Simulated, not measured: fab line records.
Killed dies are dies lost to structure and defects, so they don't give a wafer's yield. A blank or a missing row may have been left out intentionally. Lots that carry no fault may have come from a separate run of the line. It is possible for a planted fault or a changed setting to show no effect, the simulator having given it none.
Chamber matching | flow n5-finfet | N5_BEOL_M11_CURE_72 on uv-cure-03 has 3 sister chambers
The step cures SiCOH lowk, time 120 s. 3 wafers are shown with their chamber, then 12 later ones without.

WAFERS WITH THEIR CHAMBER
wafer  | chamber | wafer_temp_C_max
L086.6 | 2       | 373.0
L085.5 | 0       | 371.2
L095.5 | 1       | 371.3

WAFERS WITHOUT THEIR CHAMBER
wafer  | wafer_temp_C_max
L095.6 | 371.3
L097.1 | 371.7
L097.4 | 370.4
L097.6 | 371.1
L097.2 | 371.0
L097.3 | 371.7
L097.5 | 371.4
L096.2 | 374.1
L096.4 | 372.8
L096.3 | 373.6
L096.5 | 373.1
L096.6 | 373.1

CHAMBER TAKEN BY EACH
wafer  | from the rows above          | in truth
L095.6 | can't be placed: 1 or 0      | 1
L097.1 | can't be placed: 1 or 0 or 2 | 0
L097.4 | can't be placed: 0 or 1      | 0
L097.6 | can't be placed: 0 or 1      | 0
L097.2 | can't be placed: 0 or 1      | 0
L097.3 | can't be placed: 1 or 0 or 2 | 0
L097.5 | can't be placed: 1 or 0      | 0
L096.2 | 2                            | 2
L096.4 | 2                            | 2
L096.3 | 2                            | 2
L096.5 | 2                            | 2
L096.6 | 2                            | 2
5 of 12 placed correctly. Not placeable from these rows: 7 (in 7, the candidates include the true chamber). Wrongly placed: 0.
How it was worked out, from the rows above alone: a wafer's distance from a chamber is the root of the sum, over the readings, of the square of ((its reading less the chamber's mean) divided by the reading's scatter). The wafer belongs to the nearest chamber; if the next one is less than 2 further off, it can't be placed. A chamber's mean is the mean of its shown wafers. The scatter: with one shown wafer a chamber, the root of the mean of the squares of how far each hidden wafer lies from its nearest shown one.
